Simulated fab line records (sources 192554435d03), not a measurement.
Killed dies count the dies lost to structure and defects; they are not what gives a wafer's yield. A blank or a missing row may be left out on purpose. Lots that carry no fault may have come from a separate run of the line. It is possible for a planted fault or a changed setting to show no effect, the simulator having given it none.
Which tool was responsible? ; flow n5-finfet ; 28 wafers from 10 lots sampled at 4 of the route's 1938 steps

## WHAT THE GAUGES READ, wafer by wafer
N5_BEOL_M4_RC_MEAS_101. Usual: DIBL_N 36.4 mV/V, standard deviation 1.9; DIBL_P 35.8 mV/V, standard deviation 2.1; IOFF_N 0.158 nA/um, standard deviation 0.029; IOFF_P 0.21 nA/um, standard deviation 0.035; ION_N 676 uA/um, standard deviation 14; ION_P 465 uA/um, standard deviation 9.7; SS_N 71.5 mV/dec, standard deviation 0.66; SS_P 73.4 mV/dec, standard deviation 0.7; VT_N 249.8 mV, standard deviation 3; VT_P -250 mV, standard deviation 3.3.
lot;measured;on;DIBL_N (mV/V);DIBL_P (mV/V);IOFF_N (nA/um);IOFF_P (nA/um);ION_N (uA/um);ION_P (uA/um);SS_N (mV/dec);SS_P (mV/dec);VT_N (mV);VT_P (mV);flag
L563;day 9 11:25;prober-01;34.4 33.5 34.8;34.7 33.8 35.7;0.131 0.116 0.143;0.20 0.19 0.22;649 652 674;451 456 473;71.3 70.9 71.7;73.2 73.1 73.1;250.7 254.2 250.6;-249 -249 -248;
L564;day 9 10:26;prober-02;38.1 37.7 35.1;37.1 36.5 33.8;0.194 0.180 0.139;0.26 0.25 0.21;698 703 691;479 489 482;71.5 71.7 70.8;73.5 73.9 72.7;243.8 246.4 249.2;-245 -247 -247;
L565;day 9 17:47;prober-01;37.6 35.9 36.8;38.6 36.5 36.9;0.163 0.137 0.157;0.19 0.17 0.17;661 650 659;446 443 446;70.9 71.0 71.7;73.8 73.6 73.1;250.5 253.8 250.6;-253 -256 -257;
L567;day 10 10:10;prober-01;34.3 37.0 34.0;32.2 34.8 31.5;0.113 0.145 0.107;0.18 0.22 0.18;676 664 661;473 462 461;70.4 71.4 70.4;72.4 73.2 72.1;255.0 250.7 254.0;-251 -247 -250;
L568;day 10 17:08;prober-02;37.6 38.4;35.5 36.2;0.155 0.171;0.22 0.22;688 690;474 471;70.3 71.1;73.1 73.4;249.2 250.3;-248 -246;
L569;day 10 17:44;prober-01;37.8 37.5 35.5;37.2 37.2 34.2;0.177 0.171 0.135;0.26 0.26 0.20;676 676 667;473 471 465;71.2 71.5 70.9;73.9 74.0 73.1;248.1 248.2 252.9;-248 -246 -250;
L570;day 11 02:13;prober-02;36.7 33.3 37.8;36.4 32.6 36.6;0.161 0.110 0.167;0.22 0.17 0.23;684 675 667;468 465 461;72.4 70.9 72.5;73.9 72.2 73.8;250.9 255.0 252.5;-247 -251 -246;
L574;day 12 12:55;prober-02;38.2 33.7;38.0 33.5;0.187 0.113;0.21 0.15;678 663;465 456;72.9 70.5;73.3 71.4;248.1 253.5;-250 -253;
L582;day 14 17:25;prober-02;38.4 35.8 39.0;37.8 33.4 37.1;0.196 0.134 0.208;0.23 0.17 0.23;676 666 665;461 454 457;72.1 70.3 72.7;73.7 72.7 73.9;247.2 250.9 247.2;-247 -251 -250;
L583;day 14 17:02;prober-01;36.4 37.4 35.7;37.0 37.0 35.5;0.159 0.168 0.139;0.23 0.22 0.21;691 676 679;473 466 472;70.7 71.6 71.5;73.3 73.9 73.3;250.1 248.1 253.4;-250 -250 -250;

N5_PASSIVATION_INSPECT_64: inspects for defects (macro). Usual: raw-defect-count reads 2.1 (standard deviation 1.4).
lot;measured;on;raw-defect-count;flag
L563;day 13 11:15;defect-inspect-01;3 5 3;
L564;day 13 20:17;defect-inspect-01;1 2 0;
L565;day 14 00:43;defect-inspect-02;1 1 4;
L567;day 14 15:37;defect-inspect-01;1 2 5;
L568;day 15 00:41;defect-inspect-02;5 5;
L569;day 14 16:06;defect-inspect-02;3 0 2;
L570;day 15 05:34;defect-inspect-02;2 2 5;
L574;day 16 16:11;defect-inspect-02;1 0;
L582;day 19 01:58;defect-inspect-02;1 5 4;
L583;day 18 22:42;defect-inspect-01;3 3 1;

## TOOL THAT RAN EACH LOT (tool first, then ch and the chambers of the sampled wafers, then the start)
lot;N5_MOL_CONTACT_COAG_ETCHBACK_136;N5_PASSIVATION_SPUTTER_20
L563;rie-diel-05 ch 1,2, day 5 15:10;pvd-sputter-02, day 13 10:30
L564;rie-diel-04 ch 1,2,3, day 5 15:15;pvd-sputter-02, day 13 19:39
L565;rie-diel-03 ch 1,2,3, day 6 05:14;pvd-sputter-03, day 13 23:58
L567;rie-diel-03 ch 0,2,3, day 6 14:39;pvd-sputter-01, day 14 14:52
L568;rie-diel-03 ch 2,3, day 6 15:26;pvd-sputter-01, day 14 23:56
L569;rie-diel-03 ch 1,3, day 7 00:50;pvd-sputter-02, day 14 15:21
L570;rie-diel-03 ch 2,3, day 7 04:07;pvd-sputter-01, day 15 04:55
L574;rie-diel-03 ch 1,3, day 8 08:26;pvd-sputter-01, day 16 15:33
L582;rie-diel-05 ch 2,3, day 10 10:21;pvd-sputter-01, day 19 01:13
L583;rie-diel-04 ch 0,2,3, day 10 13:32;pvd-sputter-01, day 18 22:05
- N5_MOL_CONTACT_COAG_ETCHBACK_136: etches SiO2 in CHF3, target depth 25 nm, time 16.7 s.
- N5_PASSIVATION_SPUTTER_20: material TaN, target thk 50 nm.

## WHAT THE TOOLS THEMSELVES READ (means of the sampled wafers that have a number; where no wafer has one, the mark that the record gives instead)
N5_MOL_CONTACT_COAG_ETCHBACK_136. Usual: drypump-motor-current-A 5.4 A, standard deviation 0.57; oes-product-au 0.85 a.u., standard deviation 0.075; rf-vpp-V 525 V, standard deviation 11; showerhead-plenum-p-Torr 2.39 Torr, standard deviation 0.078; throttle-valve-pct 18.70 %, standard deviation 0.23.
lot;tool;drypump-motor-current-A (A);oes-product-au (a.u.);rf-vpp-V (V);showerhead-plenum-p-Torr (Torr);throttle-valve-pct (%);flag
L563;rie-diel-05;5.9;0.80;521;2.46;18.78;
L564;rie-diel-04;5.8;0.72;517;2.41;18.83;
L565;rie-diel-03;5.0;0.89;536;2.34;18.71;
L567;rie-diel-03;5.3;0.82;523;2.32;18.78;
L568;rie-diel-03;5.1;0.89;535;2.34;18.64;
L569;rie-diel-03;4.8;0.88;538;2.33;18.74;
L570;rie-diel-03;5.1;0.88;533;2.35;18.70;
L574;rie-diel-03;4.9;0.79;538;2.33;18.67;
L582;rie-diel-05;6.0;0.82;520;2.33;18.44;
L583;rie-diel-04;5.7;0.81;514;2.47;18.90;

N5_PASSIVATION_SPUTTER_20. Usual: chamber-pressure-pa 0.3999 Pa, standard deviation 0.0008; susceptor-temp-C 24.99 C, standard deviation 0.11; throttle-valve-pct 30.2 %, standard deviation 1.1.
lot;tool;chamber-pressure-pa (Pa);susceptor-temp-C (C);throttle-valve-pct (%);flag
L563;pvd-sputter-02;0.3999;25.07;29.6;
L564;pvd-sputter-02;0.3994;24.95;29.8;
L565;pvd-sputter-03;0.3994;25.01;29.2;
L567;pvd-sputter-01;0.4000;25.03;30.6;
L568;pvd-sputter-01;0.3989;24.87;29.9;
L569;pvd-sputter-02;0.4006;25.04;29.8;
L570;pvd-sputter-01;0.4007;24.93;31.6;
L574;pvd-sputter-01;0.3992;25.00;29.9;
L582;pvd-sputter-01;0.3995;25.07;29.5;
L583;pvd-sputter-01;0.3994;24.98;31.4;

## THE ANSWER, worked out from the rows above alone
Rule: lot off if the mean of its wafers having a number is beyond 3 standard deviations from the usual mean. A lot without any number at a reading at which 4 lots or more have one is off too. Where the step has rows for the other lots, those lots are counted as sound. After the gauges, taken in route order, come the tools' own readings; for these a lot's mean is taken, as printed above. At the first step where some lot is off, the reading lying furthest off is the one used; lots without a number count as furthest.
No lot is off on any of the readings shown, so nothing can be concluded from this.

## WHAT THE SIMULATOR PUT IN
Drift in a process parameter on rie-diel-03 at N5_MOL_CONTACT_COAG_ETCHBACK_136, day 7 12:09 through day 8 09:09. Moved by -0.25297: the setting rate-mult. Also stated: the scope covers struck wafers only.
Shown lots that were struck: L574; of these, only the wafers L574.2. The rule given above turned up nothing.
